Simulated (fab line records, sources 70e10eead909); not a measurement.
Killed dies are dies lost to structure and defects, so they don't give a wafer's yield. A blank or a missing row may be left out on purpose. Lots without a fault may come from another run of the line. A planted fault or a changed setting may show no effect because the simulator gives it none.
Which tool did it? | flow nand_harc | 11 lots, 33 wafers sampled, at 5 steps of a route of 1302

WHAT THE GAUGES READ, wafer by wafer
NHARC_END_SORT_01. Usual: killed_at_array 51, standard deviation 17; killed_at_other 1.6, standard deviation 2.1; killed_at_periphery 4, standard deviation 3.2; killed_dies 57, standard deviation 18; killed_open 2.9, standard deviation 1.7; killed_short 2.3, standard deviation 1.3.
lot  | measured     | on        | killed_at_array | killed_at_other | killed_at_periphery | killed_dies | killed_open | killed_short | flag
L199 | day 25 11:40 | prober-02 | 79 88 68        | 3 5 2           | 1 7 6               | 83 100 76   | 2 2 1       | 3 3 2        |
L201 | day 27 03:11 | prober-02 | 36 28 31        | 1 2 2           | 5 0 2               | 42 30 35    | 7 1 3       | 4 5 4        |
L202 | day 27 15:55 | prober-02 | 47 41 43        | 0 2 0           | 5 1 2               | 52 44 45    | 2 2 3       | 4 2 0        |
L203 | day 27 14:13 | prober-01 | 56 59 70        | 0 0 0           | 3 5 3               | 59 64 73    | 2 4 4       | 1 3 2        |
L205 | day 29 13:13 | prober-01 | 18 25 23        | 2 0 2           | 5 4 5               | 25 29 30    | 0 1 5       | 3 1 3        |

WHICH TOOL RAN EACH LOT (tool, then ch and the chambers of the sampled wafers, then the start)
lot  | NHARC_A_CHANNEL_HOLE_D1_ETCH_26  | NHARC_A_CHANNEL_HOLE_D1_ETCH_33  | NHARC_A_CHANNEL_FILL_D1_ALD_15      | NHARC_A_CHANNEL_FILL_D1_ETCHBACK_19
L196 | har_etch-01 ch 0,1, day 8 17:49  | har_etch-01 ch 0,1, day 8 18:01  | ald_sin_batch-02 ch 0, day 9 06:02  | rie_si-02 ch 0,1,2, day 9 23:37
L195 | har_etch-02 ch 0,1, day 8 20:49  | har_etch-02 ch 0,1, day 8 21:01  | ald_sin_batch-01 ch 0, day 9 09:14  | rie_si-06 ch 2,3, day 9 23:38
L198 | har_etch-01 ch 0,1, day 10 01:11 | har_etch-01 ch 0,1, day 10 01:23 | ald_sin_batch-02 ch 0, day 10 13:51 | rie_si-06 ch 0,1,3, day 11 05:07
L199 | har_etch-02 ch 0,1, day 10 09:21 | har_etch-02 ch 0,1, day 10 09:33 | ald_sin_batch-03 ch 0, day 10 21:40 | rie_si-02 ch 0,1, day 11 11:42
L201 | har_etch-01 ch 0,1, day 11 05:04 | har_etch-01 ch 0,1, day 11 05:16 | ald_sin_batch-02 ch 0, day 11 17:25 | rie_si-01 ch 1,3, day 12 08:40
L202 | har_etch-01 ch 0,1, day 11 22:20 | har_etch-01 ch 0,1, day 11 22:32 | ald_sin_batch-03 ch 0, day 12 10:32 | rie_si-06 ch 2,3, day 13 00:24
L203 | har_etch-02 ch 0, day 12 03:01   | har_etch-02 ch 0, day 12 03:25   | ald_sin_batch-01 ch 0, day 12 15:45 | rie_si-06 ch 0,1,3, day 13 05:45
L205 | har_etch-01 ch 0,1, day 12 21:46 | har_etch-01 ch 0,1, day 12 21:58 | ald_sin_batch-01 ch 0, day 13 10:20 | rie_si-01 ch 1,2, day 14 04:55
L207 | har_etch-02 ch 0, day 13 13:42   | har_etch-02 ch 0, day 13 13:54   | ald_sin_batch-03 ch 0, day 14 02:38 | rie_si-01 ch 0,2,3, day 14 16:26
L215 | har_etch-01 ch 0,1, day 17 00:05 | har_etch-01 ch 0,1, day 17 00:17 | ald_sin_batch-02 ch 0, day 17 12:22 | rie_si-02 ch 0,2,3, day 18 02:16
L216 | har_etch-01 ch 0,1, day 17 17:39 | har_etch-01 ch 0,1, day 17 17:51 | ald_sin_batch-02 ch 0, day 18 06:25 | rie_si-01 ch 0,1, day 18 21:17
- NHARC_A_CHANNEL_HOLE_D1_ETCH_26: etches the open film in C4F8/O2/Ar, time 224.1 s, target depth 300 nm.
- NHARC_A_CHANNEL_HOLE_D1_ETCH_33: etches the open film in C4F8/O2/Ar, time 90 s, target depth 400 nm.
- NHARC_A_CHANNEL_FILL_D1_ALD_15: deposits SiNx, target thk 2 nm, pulse time 60 s, ald cycles 19.
- NHARC_A_CHANNEL_FILL_D1_ETCHBACK_19: etches the open film in HBr/Cl2, target depth 5 nm, time 1.7 s.

WHAT THE TOOLS THEMSELVES READ (means of the sampled wafers that have a number; where no wafer has one, the mark that the record gives instead)
NHARC_A_CHANNEL_HOLE_D1_ETCH_26. Usual: chamber_pressure_mTorr 30.000 mTorr, standard deviation 0.03; drypump_motor_current_A 5.7 A, standard deviation 0.31; mfc_ar_sccm 375.2 sccm, standard deviation 1.1; showerhead_plenum_p_Torr 3.65 Torr, standard deviation 0.078; throttle_valve_pct 24.585 %, standard deviation 0.0093.
lot  | tool        | chamber_pressure_mTorr (mTorr) | drypump_motor_current_A (A) | mfc_ar_sccm (sccm) | showerhead_plenum_p_Torr (Torr) | throttle_valve_pct (%) | flag
L196 | har_etch-01 | 30.003                         | 5.4                         | 375.0              | 3.69                            | 24.581                 |
L195 | har_etch-02 | 30.014                         | 5.9                         | 374.5              | 3.67                            | 24.581                 |
L198 | har_etch-01 | 29.956                         | 5.5                         | 375.0              | 3.64                            | 24.589                 |
L199 | har_etch-02 | 30.001                         | 5.9                         | 375.2              | 3.66                            | 24.586                 |
L201 | har_etch-01 | 30.007                         | 5.4                         | 375.8              | 3.67                            | 24.589                 |
L202 | har_etch-01 | 30.006                         | 5.4                         | 375.6              | 3.67                            | 24.585                 |
L203 | har_etch-02 | 29.990                         | 6.2                         | 375.6              | 3.69                            | 24.593                 |
L205 | har_etch-01 | 30.009                         | 5.5                         | 374.2              | 3.62                            | 24.581                 |
L207 | har_etch-02 | 29.988                         | 6.2                         | 375.7              | 3.68                            | 24.575                 |
L215 | har_etch-01 | 29.989                         | 5.5                         | 374.3              | 3.58                            | 24.587                 |
L216 | har_etch-01 | 29.992                         | 5.5                         | 374.6              | 3.57                            | 24.581                 |

NHARC_A_CHANNEL_HOLE_D1_ETCH_33. Usual: chamber_pressure_mTorr 24.998 mTorr, standard deviation 0.024; drypump_motor_current_A 5.7 A, standard deviation 0.31; mfc_ar_sccm 374.9 sccm, standard deviation 1; showerhead_plenum_p_Torr 3.64 Torr, standard deviation 0.077; throttle_valve_pct 27.620 %, standard deviation 0.0093.
lot  | tool        | chamber_pressure_mTorr (mTorr) | drypump_motor_current_A (A) | mfc_ar_sccm (sccm) | showerhead_plenum_p_Torr (Torr) | throttle_valve_pct (%) | flag
L196 | har_etch-01 | 24.998                         | 5.4                         | 374.7              | 3.69                            | 27.618                 |
L195 | har_etch-02 | 24.983                         | 5.9                         | 374.9              | 3.67                            | 27.630                 |
L198 | har_etch-01 | 25.012                         | 5.5                         | 374.6              | 3.64                            | 27.625                 |
L199 | har_etch-02 | 25.008                         | 5.9                         | 374.8              | 3.66                            | 27.629                 |
L201 | har_etch-01 | 25.005                         | 5.4                         | 375.2              | 3.67                            | 27.614                 |
L202 | har_etch-01 | 24.986                         | 5.4                         | 375.0              | 3.66                            | 27.619                 |
L203 | har_etch-02 | 25.008                         | 6.2                         | 375.4              | 3.68                            | 27.619                 |
L205 | har_etch-01 | 25.015                         | 5.5                         | 374.4              | 3.61                            | 27.617                 |
L207 | har_etch-02 | 24.985                         | 6.2                         | 374.3              | 3.67                            | 27.618                 |
L215 | har_etch-01 | 24.989                         | 5.5                         | 375.1              | 3.58                            | 27.620                 |
L216 | har_etch-01 | 24.970                         | 5.5                         | 376.6              | 3.57                            | 27.629                 |

NHARC_A_CHANNEL_FILL_D1_ALD_15. Usual: precursor_pulse_height_rel 1.001, standard deviation 0.02.
lot  | tool             | precursor_pulse_height_rel | flag
L196 | ald_sin_batch-02 | 1.016                      |
L195 | ald_sin_batch-01 | 0.992                      |
L198 | ald_sin_batch-02 | 1.020                      |
L199 | ald_sin_batch-03 | 1.009                      |
L201 | ald_sin_batch-02 | 0.997                      |
L202 | ald_sin_batch-03 | 1.008                      |
L203 | ald_sin_batch-01 | 0.998                      |
L205 | ald_sin_batch-01 | 1.009                      |
L207 | ald_sin_batch-03 | 0.979                      |
L215 | ald_sin_batch-02 | 0.990                      |
L216 | ald_sin_batch-02 | 0.993                      |

NHARC_A_CHANNEL_FILL_D1_ETCHBACK_19. Usual: chamber_pressure_mTorr 15.001 mTorr, standard deviation 0.014; drypump_motor_current_A 5.8 A, standard deviation 0.31; oes_product_au 1.003 a.u., standard deviation 0.0078; throttle_valve_pct 26.405 %, standard deviation 0.0093.
lot  | tool      | chamber_pressure_mTorr (mTorr) | drypump_motor_current_A (A) | oes_product_au (a.u.) | throttle_valve_pct (%) | flag
L196 | rie_si-02 | 14.993                         | 5.9                         | 1.003                 | 26.398                 |
L195 | rie_si-06 | 15.001                         | 6.2                         | 1.013                 | 26.406                 |
L198 | rie_si-06 | 15.002                         | 5.6                         | 1.000                 | 26.412                 |
L199 | rie_si-02 | 15.013                         | 5.8                         | 1.003                 | 26.404                 |
L201 | rie_si-01 | 15.007                         | 5.9                         | 0.999                 | 26.404                 |
L202 | rie_si-06 | 15.009                         | 6.1                         | 1.010                 | 26.404                 |
L203 | rie_si-06 | 14.994                         | 5.6                         | 1.014                 | 26.408                 |
L205 | rie_si-01 | 14.998                         | 5.8                         | 1.011                 | 26.416                 |
L207 | rie_si-01 | 14.988                         | 5.7                         | 0.996                 | 26.403                 |
L215 | rie_si-02 | 15.001                         | 6.0                         | 1.002                 | 26.411                 |
L216 | rie_si-01 | 14.999                         | 5.8                         | 0.998                 | 26.402                 |

THE ANSWER, worked out from the rows above alone
Rule: a lot is off if the mean of its wafers that have a number lies more than 3 standard deviations from the usual mean. A lot without any number at a reading at which 4 lots or more have one is off too. The other lots that the step has rows for count as sound. The gauges are gone through in route order, then the tools' own readings, and for those a lot's mean is taken as printed above. The first step at which some lot is off is used, and at that step the reading that is off furthest; a lot without a number counts as furthest.
No lot is off at any reading shown: from this, nothing can be told.

WHAT THE SIMULATOR HAD PUT IN
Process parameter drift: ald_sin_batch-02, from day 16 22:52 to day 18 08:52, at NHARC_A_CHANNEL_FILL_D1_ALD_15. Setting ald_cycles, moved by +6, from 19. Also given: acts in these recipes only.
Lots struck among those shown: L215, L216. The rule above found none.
